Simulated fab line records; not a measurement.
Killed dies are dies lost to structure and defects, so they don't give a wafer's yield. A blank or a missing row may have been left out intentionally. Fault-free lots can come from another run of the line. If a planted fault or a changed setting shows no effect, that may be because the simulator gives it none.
Chamber matching :: flow nandHarc :: 3 sister chambers for NHARC_A_STAIRCASE_DEP_322 on pecvd-04
The step deposits SiO2, target thk 7200 nm. 6 wafers are shown with their chamber, then 11 later ones without.

## WAFERS WITH THEIR CHAMBER
wafer: L085.1
chamber: 0
heaterPowerW (W): 799

wafer: L085.6
chamber: 2
heaterPowerW (W): 535

wafer: L086.2
chamber: 2
heaterPowerW (W): 588

wafer: L086.3
chamber: 1
heaterPowerW (W): 767

wafer: L086.4
chamber: 0
heaterPowerW (W): 730

wafer: L088.3
chamber: 1
heaterPowerW (W): 658

## WAFERS MISSING THEIR CHAMBER
wafer: L088.4
heaterPowerW (W): 541

wafer: L088.6
heaterPowerW (W): 667

wafer: L090.1
heaterPowerW (W): 883

wafer: L090.2
heaterPowerW (W): 779

wafer: L090.3
heaterPowerW (W): 613

wafer: L095.3
heaterPowerW (W): 750

wafer: L095.5
heaterPowerW (W): 543

wafer: L095.6
heaterPowerW (W): 731

wafer: L096.1
heaterPowerW (W): 813

wafer: L096.3
heaterPowerW (W): 811

wafer: L096.5
heaterPowerW (W): 738

## CHAMBER TAKEN BY EACH
wafer: L088.4
from the rows above: 2
in truth: 2

wafer: L088.6
from the rows above: can't be placed: 1 or 0 or 2
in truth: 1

wafer: L090.1
from the rows above: can't be placed: 0 or 1
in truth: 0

wafer: L090.2
from the rows above: can't be placed: 0 or 1
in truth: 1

wafer: L090.3
from the rows above: can't be placed: 2 or 1 or 0
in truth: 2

wafer: L095.3
from the rows above: can't be placed: 0 or 1
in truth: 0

wafer: L095.5
from the rows above: 2
in truth: 2

wafer: L095.6
from the rows above: can't be placed: 1 or 0
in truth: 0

wafer: L096.1
from the rows above: can't be placed: 0 or 1
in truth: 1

wafer: L096.3
from the rows above: can't be placed: 0 or 1
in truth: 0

wafer: L096.5
from the rows above: can't be placed: 1 or 0
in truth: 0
Correctly placed: 2 of 11. Cannot be placed on the basis of these rows: 9; the candidates contain the true chamber in 9. Wrongly placed: 0.
How it was worked out, from the rows above alone: a wafer's distance from a chamber is the root of the sum, over the readings, of the square of ((its reading less the chamber's mean) divided by the reading's scatter). The wafer belongs to the nearest chamber; if the next one is less than 2 further off, it can't be placed. The mean given for a chamber averages the wafers shown for that chamber. How the scatter is found: for the shown wafers, subtract from each reading the mean of its chamber, square and add these, divide the total by (wafers less chambers), then take the root.
